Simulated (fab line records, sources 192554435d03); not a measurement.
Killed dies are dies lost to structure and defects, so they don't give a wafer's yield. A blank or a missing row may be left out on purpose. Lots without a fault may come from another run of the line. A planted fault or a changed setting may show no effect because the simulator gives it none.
A struck lot beside a sound one | flow n5_finfet | 43 steps out of a route of 1938
Sound: wafers L212.1, L212.3, L212.5. Struck: wafer L219.2. (L219.1, L219.4 of the same lot were not struck and are left out.) The cause comes at the end.
At each step with rows: each side's tool, then ch and its chambers, then its first start. Under that, the readings that differ: sound wafers | struck wafers | difference of the means | sigmas: that difference in standard deviations of wafers without a fault.
alike: readings whose means differ by less than 2 such deviations, and words and numbers that are the same on both sides. not compared: withheld readings, readings that some wafer has no value for, bounds like >300 that may hide the same value, and numbers for which the record gives no deviation and whose values overlap.
The two part at a step that has a row with sigmas, a row that says differs or no value, or rows on one side only. Numbers that don't overlap but have no deviation are shown without sigmas and don't part them. A reading that every wafer of one side lacks parts them only if that side has two wafers or more.

first, 3 steps without rows for these wafers: N5_BEOL_M1_ETCH_70 (etches SOC in N2/H2, target depth 80 nm, overetch 16 nm, time 120 s); N5_BEOL_M1_STRIP_71 (strips in N2/H2); N5_BEOL_M1_STRIP_78 (strips in N2/H2).
N5_BEOL_M1_VIA_ETCH_34: etches the open film in C4F6/O2, target depth 67.8 nm, time 64.4 s.
  sound on rie_diel-03 ch 0,2,3, day 6 06:49; struck on rie_diel-02 ch 1, day 8 10:13
  alike: drypump_motor_current_A, mfc_ar_sccm, oes_ar_750_au, oes_o_777_au, oes_product_au, rf_fwd_power_W, rf_vpp_V, showerhead_plenum_p_Torr, throttle_valve_pct
  not compared: rf_hours_counter_h
then, 4 steps without rows for these wafers: N5_BEOL_M1_STRIP_83 (strips in C4F6/O2); N5_BEOL_M1_STRIP_36 (strips in N2/H2); N5_BEOL_M1_TRENCH_ETCH_37 (etches SiOC in C4F6/O2, target depth 55.207 nm, time 29 s); N5_BEOL_M1_ETCH_41 (etches SiCN in CH3F/O2, target depth 31.9 nm, time 57.8 s).
N5_BEOL_M1_STRIP_97: strips in N2/H2, time 10 s.
  sound on rie_diel-03 ch 0,2,3; struck on rie_diel-02 ch 1
  reading      | sound             | struck | difference | sigmas
  rf_vpp_V (V) | 59.5 58.3 59.7    | 57.3   | -1.9       | -2
  temp_c (C)   | 39.96 40.04 40.11 | 39.82  | -0.22      | -2
  alike: drypump_motor_current_A, oes_product_au, showerhead_plenum_p_Torr, throttle_valve_pct
  not compared: rf_hours_counter_h
N5_BEOL_M1_OCD_MEAS_38:
  sound on ocd-01, day 6 07:04; struck on ocd-01, day 8 10:28
  alike: trench_depth_nm
then, 2 steps without rows for these wafers: N5_BEOL_M1_HM_STRIP_39 (strips TiN in peroxide tin strip, target depth 25 nm, time 158 s); N5_BEOL_M1_SRD_40 (time 30 s).
N5_BEOL_M1_PRECLEAN_42: cleans in residue remover, time 60 s.
  sound on wet_bench-05 ch 2,5,7, day 6 07:12; struck on wet_bench-01 ch 3, day 8 10:34
  alike: bath_guard_temp_C, temp_c
then, 1 step without rows for these wafers: N5_BEOL_M1_SRD_43 (time 30 s).
N5_BEOL_M1_CD_MEAS_35: target cd 18 nm, target cd y 21 nm.
  sound on cd_sem-03, day 6 07:15; struck on cd_sem-03, day 8 10:38
  alike: cd_nm
then, 9 steps without rows for these wafers: N5_BEOL_M1_DEGAS_44 (time 60 s); N5_BEOL_M1_PRE_CLEAN_45 (time 30 s); N5_BEOL_M1_ALD_84 (deposits TaN, pulse time 2 s, purge time 3 s, co reactant purge time 2 s); N5_BEOL_M1_SURFACE_TREAT_85; N5_BEOL_M1_CVD_47 (deposits Co from CCTBA/H2, target thk 3 nm, time 223.8 s); N5_BEOL_M1_SPUTTER_48 (material Cu, target thk 4.5 nm, time 8.29 s); N5_BEOL_M1_ANNEAL_49 (time 240 s); N5_BEOL_M1_SPUTTER_79 (material Cu, target thk 4.5 nm, time 8.29 s); N5_BEOL_M1_ANNEAL_80 (time 240 s).
N5_BEOL_M1_SPUTTER_81: material Cu, target thk 4.5 nm, time 8.29 s.
  sound on pvd_sputter-02, day 6 08:44; struck on pvd_sputter-03, day 8 11:55
  alike: throttle_valve_pct
N5_BEOL_M1_ANNEAL_82: time 240 s.
  sound on pvd_sputter-02, day 6 08:49; struck on pvd_sputter-03, day 8 11:59
  alike: heater_power_w
then, 5 steps without rows for these wafers: N5_BEOL_M1_SPUTTER_86 (material Cu, target thk 4.5 nm, time 8.29 s); N5_BEOL_M1_ANNEAL_87 (time 240 s); N5_BEOL_M1_SPUTTER_88 (material Cu, target thk 4.5 nm, time 8.29 s); N5_BEOL_M1_ANNEAL_89 (time 240 s); N5_BEOL_M1_SPUTTER_90 (material Cu, target thk 4.5 nm, time 8.29 s).
N5_BEOL_M1_ANNEAL_91: time 240 s.
  sound on pvd_sputter-02, day 6 09:28; struck on pvd_sputter-03, day 8 12:39
  alike: heater_power_w
then, 8 steps without rows for these wafers: N5_BEOL_M1_SPUTTER_92 (material Cu, target thk 4.5 nm, time 8.29 s); N5_BEOL_M1_ANNEAL_93 (time 240 s); N5_BEOL_M1_SPUTTER_94 (material Cu, target thk 4.5 nm, time 8.29 s); N5_BEOL_M1_ANNEAL_95 (time 240 s); N5_BEOL_M1_SPUTTER_96 (material Cu, target thk 4.5 nm, time 8.29 s); N5_BEOL_M1_ECD_50 (material Cu, target thk 300 nm); N5_BEOL_M1_ANNEAL_51 (time 90 s); N5_BEOL_M1_CMP_52 (polishes, stops on SiOC, t overpolish 6.8 s, target thk 40 nm).
N5_BEOL_M1_THK_MEAS_53: measures by xrf.
  sound on film_metro-02, day 6 10:50; struck on film_metro-01, day 8 14:18
  alike: M1_THK
then, 1 step without rows for these wafers: N5_BEOL_M1_PRE_CLEAN_60 (time 15 s).
-- the record jumps here: 6 days lie between the struck wafers' starts before and after (it left off in module BEOL_M1 and takes up again in module PASSIVATION, whose first step shown is number 1936 of the route) --
N5_PASSIVATION_PROBE_49:
  the record has rows for the struck wafers here (prober-02, day 14 22:43) and none for the sound ones

WHERE THEY PART
First at N5_BEOL_M1_STRIP_97; last, within this record, at N5_PASSIVATION_PROBE_49.

WHY: what the simulator had put in
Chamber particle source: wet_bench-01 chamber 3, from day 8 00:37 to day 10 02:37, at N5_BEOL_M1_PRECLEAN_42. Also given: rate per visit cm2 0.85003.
